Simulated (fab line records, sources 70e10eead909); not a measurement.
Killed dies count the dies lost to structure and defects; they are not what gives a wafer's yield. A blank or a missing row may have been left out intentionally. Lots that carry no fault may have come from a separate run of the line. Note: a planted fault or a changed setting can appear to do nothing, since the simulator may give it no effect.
fab line records	flow nand-harc
record: lots: 12	wafers: 36	last-day: 34
route steps=1302 shown P_STI@96 P_GATE@132
lots untouched by any fault: they come from a run of this same line in which no faults occurred
start-h: start of the lot's first displayed wafer, in hours after the record's first day	wait-h: hours from the lot's prior step to this one	" identical to the entry in the row above	L1.1+2: one row covering several wafers at once	- either no value or no given start	* or withheld: withheld	< > ~ a bound
route shown NAME@n: a module of which the file shows steps, and the number in the route of the first	usual: the fault-free wafers' mean and standard deviation	same: alike in all rows	chamber/n: place in a boat	sites: per-site readings	_std_site: the values' standard deviation	_edge_site: outer sites' mean less inner sites'	radius-mm: how far each site lies from the wafer's centre	mask NAME#n: copy n	behind: the tool/chamber that last shaped the wafer	hold: cause of the lot's hold/its duration in hours/its outcome	device: the n, p or np transistor that did not switch	end of line: tests run on the same wafers once the route is complete	a step without rows: its recipe alone	killed: at the first sort, the dies lost to defects and structure; wafer yield is something else	map: a wafer's dies, x killed, . not, _ none there
set.NAME: the setting as run; set.NAME@STEP: as run at that earlier step	model.NAME: the simulator's own value behind a step, which no gauge read
route steps across a sampled set of lots; one table per step, one row per wafer
services: a tool's chamber out of use, with start hour (start-h, from the record's first day; less than 0 if before it), hours out, and reason
== steps ==
step: NHARC_P_STI_OCD_MEAS_43
usual: trench-depth-nm: 301/5.6	trench-foot-cd-nm: 159/3.2
lot.wafer	tool	chamber	start-h	wait-h	trench-depth-nm	trench-foot-cd-nm
L748.1	ocd-01	-	43.58	-	303	160
L748.3	"	-	"	"	291	164
L748.6	"	-	"	"	299	161
L749.1	ocd-01	-	54.47	-	295	157
L749.2	"	-	"	"	298	161
L749.5	"	-	"	"	292	162
L750.1	ocd-02	-	65.57	-	306	154
L750.3	"	-	"	"	305	159
L750.5	"	-	"	"	297	162
L751.2	ocd-02	-	74.99	-	310	151
L751.3	"	-	"	"	307	153
L751.5	"	-	"	"	305	155
L752.2	ocd-02	-	86.44	-	298	155
L752.3	"	-	"	"	306	158
L752.5	"	-	"	"	310	161
L753.3	ocd-01	-	94.89	-	299	159
L753.5	"	-	"	"	307	159
L753.6	"	-	"	"	300	161
L756.2	ocd-02	-	126.85	-	293	162
L756.3	"	-	"	"	302	163
L756.5	"	-	"	"	299	161
L764.3	ocd-01	-	203.91	-	306	159
L764.5	"	-	"	"	307	154
L764.6	"	-	"	"	295	155
L766.1	ocd-02	-	226.55	-	306	156
L766.3	"	-	"	"	305	158
L766.4	"	-	"	"	308	155
L768.2	ocd-01	-	246.67	-	300	160
L768.3	"	-	"	"	299	164
L768.4	"	-	"	"	309	159
L770.1	ocd-02	-	264.90	-	298	155
L770.4	"	-	"	"	297	155
L770.6	"	-	"	"	295	156
L771.1	ocd-02	-	279.63	-	305	158
L771.3	"	-	"	"	304	159
L771.5	"	-	"	"	303	158
step: NHARC_P_GATE_DEP_103
recipe: target-thk-a: 300	target-thk-nm: 30	temp-c: 400	flow-sccm: 200	rf-w: 350	material: SiON
usual: heater-power-w: 792/99
lot.wafer	tool	chamber	start-h	wait-h	heater-power-w
L748.3	pecvd-03	0	92.52	0.4	856
L748.1	"	1	"	"	785
L748.6	"	0	"	"	837
L749.1	pecvd-02	1	105.25	0.6	859
L749.2	"	0	"	"	612
L749.5	"	1	"	"	828
L750.1	pecvd-02	1	112.36	0.6	860
L750.3	"	2	"	"	873
L750.5	"	0	"	"	668
L751.2	pecvd-02	0	126.99	0.6	636
L751.3	"	1	"	"	784
L751.5	"	1	"	"	790
L752.2	pecvd-03	0	135.84	0.5	770
L752.3	"	1	"	"	718
L752.5	"	0	"	"	752
L753.3	pecvd-02	1	143.03	0.4	909
L753.5	"	0	"	"	601
L753.6	"	1	"	"	878
L756.2	pecvd-02	2	181.04	0.5	858
L756.3	"	0	"	"	723
L756.5	"	2	"	"	881
L764.3	pecvd-04	2	255.01	0.4	600
L764.6	"	1	"	"	672
L764.5	"	0	"	"	757
L766.1	pecvd-02	0	276.44	0.6	693
L766.3	"	1	"	"	850
L766.4	"	0	"	"	718
L768.2	pecvd-03	2	297.39	0.4	824
L768.3	"	0	"	"	902
L768.4	"	0	"	"	913
L770.1	pecvd-04	1	318.30	0.6	668
L770.6	"	0	"	"	902
L770.4	"	2	"	"	597
L771.3	pecvd-03	0	329.27	0.3	898
L771.1	"	2	"	"	756
L771.5	"	1	"	"	806
step: NHARC_P_GATE_ETCH_104
recipe: target-depth-a: 600	time-s: withheld	cf4-flow-sccm: 100	chf3-flow-sccm: 30	ar-flow-sccm: 0	rf-w: 500	bias-w: 200	chemistry: CF4/CHF3
usual: chamber-pressure-mTorr: 25.000/0.023	drypump-motor-current-A: 5.73/0.27	oes-product-au: 0.948/0.023	rf-fwd-power-W: 492/3	rf-vpp-V: 370.4/2.8	showerhead-plenum-p-Torr: 1.57/0.08	throttle-valve-pct: 16.803/0.0078
lot.wafer	tool	chamber	start-h	wait-h	chamber-pressure-mTorr	drypump-motor-current-A	oes-product-au	rf-fwd-power-W	rf-vpp-V	showerhead-plenum-p-Torr	throttle-valve-pct
L748.3	rie-diel-01	1	93.44	0.1	25.027	5.41	0.937	489	368.4	1.51	16.801
L748.1	"	0	"	"	25.021	6.00	0.913	487	369.6	1.49	16.807
L748.6	"	1	"	"	25.023	5.40	0.919	489	366.6	1.51	16.800
L749.1	rie-diel-01	1	106.08	0.1	24.968	5.40	0.983	491	368.9	1.51	16.780
L749.2	"	2	"	"	25.034	5.76	0.984	494	374.3	1.68	16.800
L749.5	"	0	"	"	25.035	6.01	0.957	487	366.9	1.49	16.809
L750.3	rie-diel-01	0	113.31	0.1	25.010	6.04	0.947	487	367.7	1.49	16.801
L750.1	"	3	"	"	25.015	5.87	0.957	494	372.9	1.66	16.795
L750.5	"	1	"	"	24.959	5.38	0.939	490	368.6	1.51	16.797
L751.2	rie-diel-07	2	127.82	0.1	24.951	5.61	0.957	493	366.8	1.47	16.804
L751.3	"	3	"	"	24.971	5.28	0.959	492	368.8	1.52	16.802
L751.5	"	3	"	"	25.000	5.30	0.946	492	369.1	1.52	16.805
L752.3	rie-diel-01	0	136.79	0.1	24.961	6.02	0.921	488	367.8	1.49	16.793
L752.2	"	1	"	"	24.991	5.38	0.931	490	367.7	1.51	16.792
L752.5	"	2	"	"	24.969	5.74	0.929	496	374.7	1.68	16.797
L753.3	rie-diel-02	2	143.93	0.1	24.977	5.87	0.973	497	369.5	1.53	16.796
L753.6	"	1	"	"	24.989	5.69	0.982	486	373.8	1.65	16.795
L753.5	"	2	"	"	25.022	5.86	0.976	496	370.4	1.53	16.796
L756.3	rie-diel-01	0	181.85	0.1	25.029	6.01	1.178	687	368.5	1.49	16.816
L756.2	"	1	"	"	24.989	5.39	0.975	490	367.4	1.51	16.814
L756.5	"	3	"	"	24.994	5.81	0.951	493	374.3	1.66	16.812
L764.3	rie-diel-07	1	255.96	0.1	25.011	5.46	0.967	490	370.4	1.57	16.800
L764.6	"	0	"	"	25.041	5.89	0.966	492	373.8	1.66	16.798
L764.5	"	2	"	"	24.966	5.61	0.959	494	365.8	1.47	16.808
L766.3	rie-diel-07	0	277.39	0.1	24.995	5.88	0.930	495	373.5	1.66	16.816
L766.1	"	2	"	"	24.990	5.61	0.924	495	366.8	1.47	16.830
L766.4	"	3	"	"	25.006	5.30	0.932	492	369.3	1.52	16.804
L768.4	rie-diel-01	0	298.34	0.1	25.007	6.06	0.956	487	369.3	1.49	16.813
L768.2	"	1	"	"	24.987	5.41	0.967	492	369.0	1.51	16.806
L768.3	"	3	"	"	24.979	5.89	0.934	496	373.3	1.66	16.794
L770.4	rie-diel-02	1	319.22	0.1	24.984	5.71	0.969	488	374.0	1.65	16.793
L770.1	"	3	"	"	24.987	6.23	0.955	491	370.8	1.60	16.812
L770.6	"	0	"	"	25.022	6.32	0.990	493	366.5	1.48	16.808
L771.1	rie-diel-01	1	330.10	0.1	25.027	5.41	0.917	491	367.5	1.50	16.813
L771.3	"	0	"	"	24.993	6.03	0.902	489	366.9	1.49	16.822
L771.5	"	1	"	"	25.018	5.40	0.912	491	367.7	1.50	16.804
step: NHARC_P_GATE_ETCHBACK_37
recipe: target-depth-a: 345	time-s: 17.2	chf3-flow-sccm: 50	o2-flow-sccm: 10	ar-flow-sccm: 200	rf-w: 500	bias-w: 200	chemistry: CHF3/O2
usual: chamber-pressure-mTorr: 24.998/0.023	drypump-motor-current-A: 5.84/0.3	oes-product-au: 0.931/0.024	rf-vpp-V: 370.4/2.7	showerhead-plenum-p-Torr: 2.39/0.12	throttle-valve-pct: 20.572/0.0088
lot.wafer	tool	chamber	start-h	wait-h	chamber-pressure-mTorr	drypump-motor-current-A	oes-product-au	rf-hours-counter-h	rf-vpp-V	showerhead-plenum-p-Torr	throttle-valve-pct
L748.1	rie-diel-01	2	-	-	24.996	5.74	0.933	3.3	373.7	2.57	20.569
L748.3	"	3	"	"	24.989	5.86	0.929	3.5	374.4	2.54	20.578
L748.6	"	1	"	"	24.979	5.41	0.944	-	368.8	2.30	20.573
L749.1	rie-diel-01	3	-	-	25.024	5.83	0.923	4.1	374.1	2.54	20.569
L749.2	"	0	"	"	25.004	6.01	0.913	4.6	367.0	2.27	20.583
L749.5	"	3	"	"	24.983	5.84	0.919	-	372.5	2.54	20.583
L750.1	rie-diel-02	3	-	-	25.010	6.24	0.915	4.3	371.1	2.45	20.580
L750.3	"	0	"	"	24.990	6.32	0.932	4.2	367.5	2.26	20.576
L750.5	"	0	"	"	24.982	6.32	0.930	-	368.0	2.26	20.563
L751.3	rie-diel-07	3	-	-	25.058	5.29	0.932	0.2	367.7	2.31	20.571
L751.2	"	0	"	"	25.003	5.93	0.951	0.2	373.0	2.54	20.561
L751.5	"	3	"	"	24.974	5.30	0.925	-	368.5	2.31	20.577
L752.3	rie-diel-07	2	-	-	24.976	5.63	1.000	0.4	366.3	2.24	20.575
L752.2	"	3	"	"	24.988	5.31	0.993	0.3	368.8	2.31	20.562
L752.5	"	3	"	"	25.024	5.29	0.999	-	368.7	2.31	20.558
L753.3	rie-diel-07	3	-	-	25.011	5.32	0.919	0.6	368.2	2.31	20.589
L753.6	"	2	"	"	24.972	5.60	0.921	-	367.3	2.24	20.594
L753.5	"	3	"	"	24.998	5.33	0.921	-	368.9	2.31	20.568
L756.2	rie-diel-01	2	-	-	25.024	5.76	0.918	8.4	372.8	2.57	20.567
L756.3	"	0	"	"	25.029	6.03	0.906	9.1	366.9	2.27	20.566
L756.5	"	2	"	"	25.022	5.73	0.907	-	374.8	2.57	20.570
L764.3	rie-diel-01	2	-	-	24.984	5.76	0.903	2.4	374.7	2.57	20.575
L764.6	"	3	"	"	24.985	5.84	0.911	-	373.5	2.54	20.567
L764.5	"	0	"	"	24.995	5.99	0.915	-	369.1	2.27	20.568
L766.4	rie-diel-07	2	-	-	25.009	5.62	0.921	10.3	366.0	2.24	20.579
L766.3	"	3	"	"	25.002	5.28	0.918	9.8	368.5	2.31	20.576
L766.1	"	1	"	"	25.013	5.49	0.925	8.9	369.9	2.39	20.576
L768.4	rie-diel-01	2	-	-	25.021	5.75	0.922	6.0	373.7	2.57	20.563
L768.2	"	0	"	"	24.986	6.04	0.909	6.6	367.8	2.27	20.576
L768.3	"	1	"	"	24.979	5.40	0.927	6.6	366.9	2.30	20.558
L770.4	rie-diel-02	1	-	-	24.975	5.67	0.928	4.1	374.2	2.52	20.589
L770.1	"	2	"	"	24.957	5.77	0.947	4.7	370.5	2.34	20.579
L770.6	"	2	"	"	24.980	5.88	0.938	-	367.9	2.34	20.572
L771.3	rie-diel-01	0	-	-	25.009	5.99	0.901	8.0	366.7	2.27	20.577
L771.1	"	3	"	"	24.976	5.85	0.909	7.9	373.9	2.54	20.582
L771.5	"	0	"	"	25.017	6.01	0.905	-	366.8	2.27	20.563
== services ==
tool	chamber	start-h	hours	kind
pecvd-03	2	107.00	5.3	repair
rie-diel-07	-	117.20	9.0	pm
rie-diel-02	-	118.30	0.6	repair
rie-diel-02	-	121.04	0.2	repair
pecvd-02	-	124.25	2.7	repair
pecvd-03	1	140.93	2.8	repair
rie-diel-07	1	147.18	7.6	repair
rie-diel-02	1	158.56	31.6	repair
rie-diel-07	0	171.99	1.6	repair
pecvd-03	-	185.00	13.0	pm
rie-diel-02	1	191.53	11.1	repair
rie-diel-02	0	192.63	1.2	repair
rie-diel-01	-	204.31	9.0	pm
pecvd-03	1	205.36	44.7	repair
rie-diel-02	2	212.08	1.7	repair
rie-diel-02	-	216.70	9.0	pm
pecvd-02	-	227.00	13.0	pm
rie-diel-02	3	228.12	17.8	repair
pecvd-03	0	231.13	29.6	repair
rie-diel-07	0	235.24	6.1	repair
rie-diel-07	3	255.63	10.9	repair
rie-diel-07	-	294.26	9.0	pm
rie-diel-01	3	319.03	2.6	repair
pecvd-03	-	327.30	1.8	repair
== key ==
first-sign: step: NHARC_P_GATE_ETCH_104	reading: rf-fwd-power-W	direction: up	sigmas: 65	usual: *	struck: *
effect: step: NHARC_P_GATE_ETCH_104	reading: oes-product-au	direction: up	sigmas: 10	usual: 0.948	struck: 1.178
met-at NHARC_P_GATE_ETCH_104
struck-lots L756
struck-wafers L756.3
tester-left-out L756
not-acting-at NHARC_P_STI_OCD_MEAS_43,NHARC_P_GATE_DEP_103,NHARC_P_GATE_ETCHBACK_37
onset-between 136.79 181.85
fault: kind: process-parameter-drift	tool: rie-diel-01	chamber: 0	onset-h: 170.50	steps: NHARC_P_GATE_ETCH_104	channel: rf-w	offset: *	shape: step	end-h: 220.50	acts-in: *	stated: *
tester-left-out: of these lots the tester's yield and bins aren't shown, on N5 and GAA mostly nor the transistor test; their killed dies are dies lost to structure and defects alone, not to doping, threshold or leakage, so they don't give the yield
